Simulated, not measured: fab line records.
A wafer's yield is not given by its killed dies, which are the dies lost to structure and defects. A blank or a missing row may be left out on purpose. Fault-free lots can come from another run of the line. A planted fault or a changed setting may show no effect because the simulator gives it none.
fab line records | flow n5-finfet
record: lots: 4 wafers: 12 last-day: 14
route steps=1938 shown BEOL_M4@1099 BEOL_M5@1112 BEOL_M12@1616 PASSIVATION@1936
lots untouched by any fault: they come from a run of this same line in which no faults occurred
start-h: the number of hours between the record's first day and the start of the first shown wafer of the lot | wait-h: hours elapsed since this lot's preceding step | " as in the row above | L1.1+2: a single row standing in for several wafers | - no value, or no start was given | * or withheld: withheld | < > ~ a bound
route shown NAME@n: names a module that has steps shown in the file, with the first one's number in the route | usual: mean/standard deviation taken from wafers without a fault | same: alike in all rows | chamber/n: place in a boat | sites: per-site readings | _std_site: the standard deviation of these | _edge_site: inner sites' mean taken away from outer sites' mean | radius-mm: how far each site lies from the wafer's centre | mask NAME#n: copy n | behind: the last tool/chamber to shape the wafer | hold: why the lot was held/for how many hours/how that ended | device: whichever transistor did not switch (one of n, p or np) | end of line: the route-end tests of the same wafers | a step without rows: its recipe alone | killed: at the first sort, the dies lost to defects and structure; wafer yield is something else | map: per-die view of a wafer (x killed, . not killed, _ where there is no die)
set.NAME: the run value of the setting; set.NAME@STEP: its run value at that earlier step | model.NAME: the simulator's own value behind a step, which no gauge read
lots at some steps of the route; a table a step, a row a wafer
services: a tool's chamber out of use, with start hour (start-h, from the record's first day; less than 0 if before it), hours out, and reason
== steps ==
step: N5_BEOL_M4_ANNEAL_95
recipe: temp-c: 400 time-s: 240 ambient: vacuum
step: N5_BEOL_M4_SPUTTER_96
recipe: material: Cu target-thk-a: 45 temp-c: -20 chamber-pressure-pa: 0.07 power-w: withheld time-s: 8.29
step: N5_BEOL_M4_ECD_50
recipe: material: Cu target-thk-a: 3000
step: N5_BEOL_M4_ANNEAL_51
recipe: temp-c: 225 time-s: 90 ambient: N2
step: N5_BEOL_M4_CMP_52
recipe: stop-on: SiOC t-overpolish-s: 6.8 down-force-psi: 1 platen-rpm: 50 clearing-platen-down-force-psi: 1.5 clearing-platen-rpm: 50 post-cmp-clean: cu-alkaline target-thk-nm: 40 clearing-platen-pad-velocity-m-s: 0.99484 pad-velocity-m-s: 0.99484
step: N5_BEOL_M4_PRE_CLEAN_60
recipe: gas: NH3/H2 time-s: 15 temp-c: * rf-power-w: 300
step: N5_BEOL_M4_CO_CAP_55
recipe: material: Co target-thk-a: 20 temp-c: 200 precursor: CCTBA/H2 pressure-torr: 30 time-s: 102.1
step: N5_BEOL_M4_PRE_CLEAN_56
recipe: gas: NH3 time-s: 15 temp-c: withheld rf-power-w: 300
step: N5_BEOL_M4_DEP_57
recipe: material: SiCN target-thk-a: 80 temp-c: withheld precursor: 3MS/NH3 pressure-torr: 3 rf-w: 202 time-s: 14
step: N5_BEOL_M4_RC_MEAS_101
usual: DIBL_N: 36.5/1.7 DIBL_P: 36.3/2.1 IOFF_N: 0.16/0.036 IOFF_P: 0.21/0.037 ION_N: 676/12 ION_P: 462/7.6 SS_N: 71.5/0.68 SS_P: 73.3/0.63 VT_N: 249/3.5 VT_P: -250/3.5
columns lot.wafer tool chamber start-h wait-h DIBL_N[mV/V] DIBL_P[mV/V] IOFF_N[nA/um] IOFF_P[nA/um] ION_N[uA/um] ION_P[uA/um] SS_N[mV/dec] SS_P[mV/dec] VT_N[mV] VT_P[mV]
L948.4 prober-02 0 190.31 0.5 37.0 36.1 0.17 0.24 683 467 71.5 73.7 247 -245
L948.5 " 0 " " 37.4 36.1 0.19 0.25 686 472 72.0 73.9 247 -245
L948.6 " 0 " " 36.1 35.0 0.15 0.22 670 464 72.0 73.3 248 -249
L954.3 prober-02 0 222.25 0.3 34.9 33.8 0.13 0.15 663 450 71.4 72.9 250 -258
L954.4 " 0 " " 33.9 32.3 0.11 0.13 671 449 71.1 72.4 254 -258
L954.5 " 0 " " 34.0 32.0 0.12 0.13 662 446 72.3 72.3 256 -259
L953.1 prober-01 0 227.97 0.0 39.5 40.1 0.23 0.31 695 473 72.4 75.2 244 -246
L953.4 " 0 " " 35.8 35.5 0.17 0.22 682 466 71.2 73.4 246 -248
L953.6 " 0 " " 34.7 34.3 0.14 0.20 675 463 70.9 73.0 249 -251
L955.1 prober-01 0 231.09 0.0 36.6 36.9 0.16 0.21 671 459 71.1 73.6 250 -249
L955.4 " 0 " " 35.7 35.7 0.15 0.20 681 464 70.2 72.6 248 -249
L955.5 " 0 " " 37.0 38.2 0.17 0.22 680 464 71.5 73.4 247 -249
step: N5_BEOL_M5_ILD_DEP_00
recipe: material: SiCOH_lowk target-thk-a: 1406.4 temp-c: 300 precursor: DEMS/porogen pressure-torr: 5 rf-w: 500 time-s: 25.9
step: N5_BEOL_M5_CURE_79
recipe: temp-c: 385 time-s: 240 ambient: He/Ar material: SiCOH_lowk
step: N5_BEOL_M5_PECVD_70
recipe: material: SiO2 target-thk-a: 160 temp-c: 400 precursor: TEOS/O2 pressure-torr: 5.5 rf-w: 450 teos-flow-sccm: 53.8 gas: O2 flow-sccm: 3000 time-s: 18
step: N5_BEOL_M5_HM_DEP_02
recipe: material: TiN target-thk-a: 200 temp-c: 25 chamber-pressure-pa: 0.49996
step: N5_BEOL_M5_COAT_59
recipe: resist: SOC temp-c: 250 time-s: 60 spin-rpm: 1500 resist-thk-nm: 60
step: N5_BEOL_M5_COAT_60
recipe: resist: SiARC temp-c: 220 time-s: 60 spin-rpm: 1500 resist-thk-nm: 12
step: N5_BEOL_M5_COAT_71
recipe: resist: underlayer temp-c: 205 time-s: 60 spin-rpm: 1500 resist-thk-nm: 5
step: N5_BEOL_M5_COAT_05
recipe: resist: CAR-EUV spin-rpm: 1500 resist-thk-nm: 30
step: N5_BEOL_M5_EBR_07
recipe: solvent: PGMEA ebr-width-mm: 1.5
step: N5_BEOL_M5_SOFTBAKE_06
recipe: temp-c: 110 time-s: 60 resist: CAR-EUV
step: N5_BEOL_M5_EXPOSE_08
recipe: mask-id: M5 na: 0.33 source-shape: annular sigma-inner: 0.4 sigma-outer: 0.8 polarization: unpolarized target-cd-nm: 28 dose-mj: 35.75
step: N5_BEOL_M5_PEB_09
recipe: peb-temp-c: 100 peb-time-s: 60 resist: CAR-EUV
step: N5_BEOL_M5_DEVELOP_10
recipe: develop-time-s: 30 developer: TMAH resist: CAR-EUV rinse-liquid: surfactant-rinse dry: air-spin dev-temp-c: 23
step: N5_BEOL_M5_DESCUM_16
recipe: chemistry: O2 time-s: 7 source-power-w: 50 bias-power-w: 20 pressure-mtorr: 20 rf-frequency-hz: 2.712e+07 temp-c: 40 resist: CAR-EUV o2-flow-sccm: 225
step: N5_BEOL_M5_ETCH_72
recipe: chemistry: N2/H2 target: underlayer target-depth-a: 65 mask-material: CAR-EUV time-s: 5.2 ion-energy-ev: 200 pressure-mtorr: 30 source-w: 840 bias-w: 150 n2-flow-sccm: 200 h2-flow-sccm: 200 ends: cleared
step: N5_BEOL_M5_ETCH_61
recipe: chemistry: CF4 target: SiARC target-depth-a: 156 mask-material: CAR-EUV time-s: 26 ion-energy-ev: 80 pressure-mtorr: 40 source-w: 545 bias-w: 36 Ar_flow_sccm: 100 cf4-flow-sccm: 100 ends: cleared
step: N5_BEOL_M5_ETCH_62
recipe: chemistry: N2/H2 target: SOC target-depth-a: 750 overetch-a: 150 mask-material: SiARC temp-c: 40 time-s: 112.5 ion-energy-ev: 200 pressure-mtorr: 30 source-w: 840 bias-w: 150 n2-flow-sccm: 200 h2-flow-sccm: 200
step: N5_BEOL_M5_STRIP_63
recipe: chemistry: N2/H2 temp-c: 40 n2-flow-sccm: 200 h2-flow-sccm: 200 rf-frequency-hz: 6e+07
step: N5_BEOL_M5_STRIP_73
recipe: chemistry: N2/H2 temp-c: 40 n2-flow-sccm: 200 h2-flow-sccm: 200 rf-frequency-hz: 6e+07
step: N5_BEOL_M5_STRIP_64
recipe: chemistry: CF4 resist: SiARC power-w: 300 bias-power-w: 75 pressure-mtorr: 50 cf4-flow-sccm: 150 rf-frequency-hz: 6e+07
step: N5_BEOL_M5_HM_OPEN_17
recipe: chemistry: Cl2/BCl3 target-depth-a: 200 overetch-a: 60 target: TiN mask-material: SOC ion-energy-ev: 150 pressure-mtorr: 10 icp-w: 1000 bias-w: 126 Cl2_flow_sccm: 53.25 bcl3-flow-sccm: 21.75 Ar_flow_sccm: 25
step: N5_BEOL_M5_STRIP_19
recipe: chemistry: O2 power-w: 400 temp-c: 40 pressure-mtorr: 30 rf-frequency-hz: 6e+07 bias-power-w: 0 overash-fraction: 0.2 o2-flow-sccm: 225
step: N5_BEOL_M5_COAT_65
recipe: resist: SOC temp-c: 250 time-s: 60 spin-rpm: 1500 resist-thk-nm: 60
step: N5_BEOL_M5_COAT_66
recipe: resist: SiARC temp-c: 220 time-s: 60 spin-rpm: 1500 resist-thk-nm: 12
step: N5_BEOL_M12_ETCH_59
recipe: chemistry: N2/H2 target: BARC target-depth-a: 890 overetch-a: 267 time-s: 67.9 ion-energy-ev: 200 pressure-mtorr: 30 source-w: 840 bias-w: 150 n2-flow-sccm: 200 h2-flow-sccm: 200
usual: drypump-motor-current-A: 5.7/0.34 oes-product-au: 0.67/0.084 rf-vpp-V: 524.0/2.8 showerhead-plenum-p-Torr: 2.55/0.097 throttle-valve-pct: 17.93/0.28
columns lot.wafer tool chamber start-h wait-h drypump-motor-current-A oes-product-au rf-hours-counter-h rf-vpp-V showerhead-plenum-p-Torr throttle-valve-pct model.coat_of_BEOL_M12_COAT_04.thk-nm model.etch.depth-nm
L948.4 rie-diel-06 3 257.41 0.0 5.2 0.62 194 521.3 2.42 17.71 318.2 88.91
L948.5 " 0 " " 5.8 0.60 - 526.3 2.64 18.10 315.6 88.93
L948.6 " 1 " " 5.4 0.61 - 522.1 2.51 18.31 319.6 88.83
L954.3 rie-diel-06 2 286.96 0.0 6.3 0.76 30 528.7 2.71 17.66 315 89.16
L954.4 " 0 " " 5.8 0.50 216 526.8 2.63 18.08 347.6 61
L954.5 " 2 " " 6.3 0.63 - 527.8 2.71 17.63 347.6 61.33
L953.1 rie-diel-06 3 287.96 0.0 5.2 0.60 207 519.3 2.41 17.72 319.8 89.33
L953.4 " 0 " " 5.8 0.50 217 526.8 2.63 18.08 347.2 61.27
L953.6 " 1 " " 5.4 0.61 - 524.3 2.51 18.32 320.4 89.12
L955.1 rie-diel-02 2 296.36 0.0 5.4 0.82 12 523.7 2.50 17.47 315.2 89.65
L955.4 " 1 " " 5.9 0.60 - 525.1 2.60 18.26 318.8 89.32
L955.5 " 2 " " 5.4 0.82 - 523.5 2.50 17.47 315 89.34
step: N5_BEOL_M12_VIA_ETCH_16
recipe: chemistry: C4F8/O2/Ar target: SiOC pressure-mtorr: 30 source-w: 3000 bias-w: 700 Ar_flow_sccm: 400 C4F8_flow_sccm: 15 O2_flow_sccm: 8 he-inner-torr: 15 he-outer-torr: 30 target-depth-a: 7248 time-s: withheld ion-energy-ev: 250 ends: cleared
usual: O2_flow_sccm: 7.996/0.021 drypump-motor-current-A: 5.7/0.34 oes-product-au: 0.71/0.092 rf-vpp-V: 666/3.5 showerhead-plenum-p-Torr: 3.42/0.12 throttle-valve-pct: 24.16/0.25
columns lot.wafer tool chamber start-h wait-h O2_flow_sccm drypump-motor-current-A oes-product-au rf-vpp-V showerhead-plenum-p-Torr throttle-valve-pct model.coat_of_BEOL_M12_COAT_04.thk-nm
L948.4 rie-diel-06 3 257.46 0.0 7.986 5.2 0.65 662 3.25 23.87 121.4
L948.5 " 0 " " 7.978 5.8 0.64 667 3.52 24.34 119.8
L948.6 " 1 " " 8.034 5.4 0.64 666 3.38 24.59 121.4
L954.3 rie-diel-06 2 287.01 0.0 7.974 6.3 0.80 671 3.63 24.12 120
L954.4 " 0 " " 8.007 5.8 0.64 669 3.52 24.35 151.2
L954.5 " 2 " " 7.976 6.3 0.80 672 3.63 24.11 148.8
L953.1 rie-diel-06 3 288.01 0.0 8.035 5.2 0.64 661 3.24 23.89 124.8
L953.4 " 0 " " 7.999 5.8 0.63 666 3.52 24.35 147
L953.6 " 1 " " 8.010 5.4 0.63 663 3.38 24.60 122.8
L955.1 rie-diel-02 2 296.42 0.0 8.006 5.4 0.86 663 3.36 23.79 121.8
L955.4 " 1 " " 8.028 5.9 0.62 668 3.48 24.37 121.4
L955.5 " 2 " " 7.990 5.4 0.87 664 3.36 23.82 116.8
step: N5_BEOL_M12_STRIP_63
recipe: chemistry: N2/H2 power-w: 1000 temp-c: 250 h2-frac: 0.65 overash-fraction: 0.3 pressure-mtorr: 1000 n2-flow-sccm: 1750 h2-flow-sccm: 3250
usual: drypump-motor-current-A: 5.8/0.52 heater-power-w: 351/9.8 oes-product-au: 0.693/0.0047 strip-time-to-endpoint-s: 42.3/0.88
columns lot.wafer tool chamber start-h wait-h drypump-motor-current-A heater-power-w oes-product-au rf-hours-counter-h strip-time-to-endpoint-s
L948.4 plasma-asher-01 1 257.68 - 6.0 354 0.690 - 42.1
L948.5 " 1 " " 6.0 341 0.688 - 41.6
L948.6 " 0 " " 6.4 344 0.690 - 42.0
L954.3 plasma-asher-01 1 287.23 - 6.0 348 0.687 - 41.7
L954.4 " 0 " " 6.4 340 0.700 - 50.0
L954.5 " 1 " " 6.0 348 0.702 - 49.3
L953.1 plasma-asher-01 0 288.21 - 6.5 348 0.692 127 43.0
L953.4 " 1 " " 6.0 352 0.705 - 48.9
L953.6 " 0 " " 6.5 343 0.695 - 42.4
L955.1 plasma-asher-01 0 296.62 - 6.4 335 0.691 128 42.1
L955.4 " 0 " " 6.4 348 0.698 - 42.1
L955.5 " 0 " " 6.4 342 0.685 - 40.8
step: N5_BEOL_M12_CD_MEAS_17
recipe: target-cd-nm: 140 polarity: opening
usual: cd-nm: 140.0/2
columns lot.wafer tool chamber start-h wait-h cd-nm
L948.4 cd-sem-03 - 257.87 0.0 136.9
L948.5 " - " " 139.7
L948.6 " - " " 140.3
L954.3 cd-sem-02 - 287.42 0.0 143.1
L954.4 " - " " 131.1
L954.5 " - " " 136.1
L953.1 cd-sem-02 - 288.42 0.0 140.0
L953.4 " - " " 135.0
L953.6 " - " " 143.8
L955.1 cd-sem-01 - 296.82 0.0 140.5
L955.4 " - " " 141.2
L955.5 " - " " 140.3
step: N5_BEOL_M12_OCD_MEAS_35
usual: trench-depth-nm: 319/4.9
columns lot.wafer tool chamber start-h wait-h trench-depth-nm
L948.4 ocd-01 - 258.93 0.0 312
L948.5 " - " " 322
L948.6 " - " " 324
L954.3 ocd-02 - 288.56 0.0 315
L954.4 " - " " 268
L954.5 " - " " 271
L953.1 ocd-02 - 289.35 0.0 316
L953.4 " - " " 289
L953.6 " - " " 317
L955.1 ocd-02 - 297.75 0.0 317
L955.4 " - " " 321
L955.5 " - " " 316
step: N5_PASSIVATION_PROBE_49
usual: defect-limited-yield: 91.4/1.5 killed_at_M0_to_M3: 34/12 killed_at_M4_up: 12/4.9 killed-at-contacts: 13/7.2 killed-at-front-end: 39/12 killed-at-other: 3.7/2.9 killed-dies: 101/18 killed-open: 67/14 killed-short: 33/7.2 sort_bin_5_function: 5.1/0.97 sort_bin_6_memory: 3.2/0.67 sort-n-pass: 1079/17 sort-yield-pct: 91.4/1.5
same: gross-dies: 1180 killed-at-back-side: 0 sort_bin_4_leakage[%]: 0 sort_bin_8_speed[%]: 0
columns lot.wafer tool chamber start-h wait-h defect-limited-yield[%] killed_at_M0_to_M3 killed_at_M4_up killed-at-contacts killed-at-front-end killed-at-other killed-dies killed-open killed-short sort_bin_5_function[%] sort_bin_6_memory[%] sort-n-pass sort-yield-pct[%]
L948.4 prober-02 - 298.95 0.2 90.0 53 15 17 33 0 118 84 33 6.0 3.7 1062 90.0
L948.5 prober-02 - 299.00 0.2 91.1 41 15 11 36 2 105 64 41 5.7 2.9 1075 91.1
L948.6 prober-02 - 299.05 0.3 92.6 30 12 20 25 0 87 56 30 3.6 3.6 1093 92.6
L954.4 prober-01 - 326.73 0.2 76.1 64 167 6 37 8 282 96 36 19.2 4.4 898 76.1
L954.5 prober-01 - 326.78 0.2 76.3 71 156 10 38 5 280 92 38 19.6 3.6 900 76.3
L953.4 prober-02 - 329.23 0.2 82.5 24 116 13 51 3 207 69 28 14.6 2.7 973 82.5
L955.4 prober-01 - 339.16 0.2 90.7 30 10 3 63 4 110 71 35 5.5 3.3 1070 90.7
killed by level:class
L948.4 BEOL_M0_SAQP:geometric-particle:open=16 BEOL_M0_SAQP:geometric-particle:short=14 MOL_CONTACT_COAG:geometric-particle:open=13 BEOL_M3:geometric-particle:open=9 STI_FIN_REVEAL:geometric-particle:open=7 BEOL_M2:geometric-particle:open=7 BEOL_M4:geometric-particle:open=7 STI_FIN_REVEAL:geometric-particle:short=4
L948.5 BEOL_M0_SAQP:geometric-particle:open=10 BEOL_M0_SAQP:geometric-particle:short=9 BEOL_M2:geometric-particle:open=9 MOL_CONTACT_COAG:geometric-particle:short=7 STI_FIN_REVEAL:geometric-particle:open=6 DUMMY_GATE:geometric-particle:open=6 STARTING-WAFER:geometric-particle:short=6 BEOL_M3:geometric-particle:open=5
L948.6 MOL_CONTACT_COAG:geometric-particle:open=13 BEOL_M4:geometric-particle:open=7 MOL_CONTACT_COAG:geometric-particle:short=6 BEOL_M0_SAQP:geometric-particle:open=6 BEOL_M0_SAQP:geometric-particle:short=6 DUMMY_GATE:geometric-particle:open=5 GATE_CUT:geometric-particle:short=4 BEOL_M1:geometric-particle:open=4
L954.4 BEOL_M12:area-etch=148 BEOL_M0_SAQP:geometric-particle:open=13 BEOL_M1:geometric-particle:open=11 STI_FIN_REVEAL:geometric-particle:open=10 BEOL_M0_SAQP:geometric-particle:short=10 BEOL_M0:geometric-particle:open=9 BEOL_M3:geometric-particle:open=8 BEOL_M4:geometric-particle:open=8
L954.5 BEOL_M12:area-etch=150 BEOL_M3:geometric-particle:open=25 FIN_SAQP:geometric-particle:short=12 BEOL_M1:geometric-particle:open=11 FIN_SAQP:geometric-particle:open=10 BEOL_M0_SAQP:geometric-particle:open=9 STI_FIN_REVEAL:geometric-particle:open=8 MOL_CONTACT_COAG:geometric-particle:open=8
L953.4 BEOL_M12:area-etch=108 MOL_CONTACT_COAG:geometric-particle:open=12 FIN_SAQP:geometric-particle:open=11 BEOL_M2:geometric-particle:open=10 FIN_SAQP:geometric-particle:short=9 DUMMY_GATE:geometric-particle:open=7 STI_FIN_REVEAL:geometric-particle:open=6 STARTING-WAFER:geometric-particle:short=5
L955.4 FIN_SAQP:geometric-particle:short=15 FIN_SAQP:geometric-particle:open=13 BEOL_M0_SAQP:geometric-particle:open=8 GATE_CUT:geometric-particle:open=7 ILD0:geometric-particle:open=5 GATE_CUT:geometric-particle:short=5 BEOL_M0_SAQP:geometric-particle:short=5 BEOL_M1:geometric-particle:open=5
map L953.4 (x killed, . not)
_________________...........x________________
______________.....xx..........._____________
___________.........x.......x......__________
__________................xx........_________
________....xx..x........x.........x.._______
_______......................x.........______
______.....x......x.........x..........._____
_____............x.x.....................____
____.........x................xx..........___
___.................x..........xx..........__
___....................x...x...............__
__.........x.....x.x..x.x..................._
__x.......x......xxxxx...x.................._
_.x.....x.......xxxxxxxx.x..x................
_...x..x........x.xxxxxxxxx...x..............
_.......x.....x.xxxxxxxxxx.x..........x......
_..............xxxxxxxxxxxx....x........x....
_...............xxxxxxxxxxxx.............x.x.
_....x....x...x..xxxxxxxxxxx....x............
_x.x.x.........xxxxxxxxxxx.x....x......x.....
_...............x.xxxxxxxxx....x...x...x.....
__..x........x...x.xxxxxxxx..x...........x.._
__............x.xxxxxxxx..........x....x...._
___...........x...x.xxx..xxx...............__
___......x..x....x...x....x..............x.__
____...x..................................___
_____......x.........................x...____
______......x........x.................._____
_______..........x.....................______
________........x.x.x.......x.......x._______
__________....xx.......x............_________
___________........................__________
______________..............xx.x_____________
_________________.........x..________________
map L954.4 (x killed, . not)
_________________.......x....________________
______________..x.............x._____________
___________..........x.......x.....__________
__________..x.x...x...........x....._________
________........x............x........_______
_______.....xxx....x...........x.......______
______....x......x...........x.........._____
_____....x.x....x.....x......x...........____
____......................x........x......___
___.............x...xx.x..x................__
___..........x.....xx......x.x.x....x...x..__
__....x........x..xxxxxx.......x.x.........._
__....x.........xxxxxxxxxx.........x........_
_.......x.......xxxxxxxxx.x.......x..x..x..x.
_...........x.xxxxxxxxxxx.xx.............x.x.
_.......xx...x..xxxxxxxxxxxxx....x...........
_.......x...xx..xxxxxxxxxxxxxx.........x....x
_.....x....x..xxxxxxxxxxxxxxx......x......x..
_.....x........xxxxxxxxxxxxxx.x...........x.x
_...x........xx.xxxxxxxxxxx.x.......x........
_......x....xxxx.xxxxxxxxxxxxx..x............
__..........x..x..xxxxxxxxxx.xx.xx.........._
__.x..........x.xxxxxx..xx...xx......x......_
___.............x.xxxxxxxx..xxx.x.....x....__
___....x..........xxxx.x...x.x.............__
____.......xx.......xx..x.........x.......___
_____.....x...x.....x..x.....x........x..____
______......x..............x.x.........._____
_______...................x............______
________......x...x..x....x..........._______
__________.........................._________
___________.....xx....x.x..x.x.....__________
______________x.x....x.........._____________
_________________x.x.........________________
== services ==
columns tool chamber start-h hours kind
rie-diel-02 2 241.87 - clean
rie-diel-02 2 241.87 - consumable-replace:focus-ring
rie-diel-02 2 241.87 24.2 scheduled-down
rie-diel-02 2 241.87 24.2 vent-cycle
rie-diel-06 2 279.68 6.7 repair
rie-diel-02 0 290.62 - clean
rie-diel-02 0 290.62 - consumable-replace:focus-ring
rie-diel-02 0 290.62 26.0 scheduled-down
rie-diel-02 0 290.62 26.0 vent-cycle
== key ==
first-sign: step: N5_BEOL_M12_STRIP_63 reading: strip-time-to-endpoint-s direction: up sigmas: 8.1 usual: * struck: *
effect: step: N5_BEOL_M12_CD_MEAS_17 reading: cd-nm direction: down sigmas: 3 usual: 140.0 struck: 134.1
effect: step: N5_BEOL_M12_OCD_MEAS_35 reading: trench-depth-nm direction: down sigmas: 9 usual: 319 struck: 276
effect: step: N5_PASSIVATION_PROBE_49 reading: killed_at_M4_up direction: up sigmas: 27 usual: 12 struck: 146
model-effect: step: N5_BEOL_M12_ETCH_59 value: coat_of_BEOL_M12_COAT_04.thk-nm without: 316.5 struck: 347.5
model-effect: step: N5_BEOL_M12_VIA_ETCH_16 value: coat_of_BEOL_M12_COAT_04.thk-nm without: 118 struck: 149
more-kills-born-at: N5_BEOL_M12_ETCH_59@rie-diel-06: 406
met-at N5_BEOL_M12_ETCH_59
struck-wafers L953.4,L954.4,L954.5
onset-between 257.41 286.96
fault: kind: process-parameter-drift tool: rie-diel-06 chamber: - onset-h: 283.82 steps: N5_BEOL_M12_ETCH_59 channel: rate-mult offset: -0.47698 shape: step end-h: 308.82 scope: struck-wafers-only
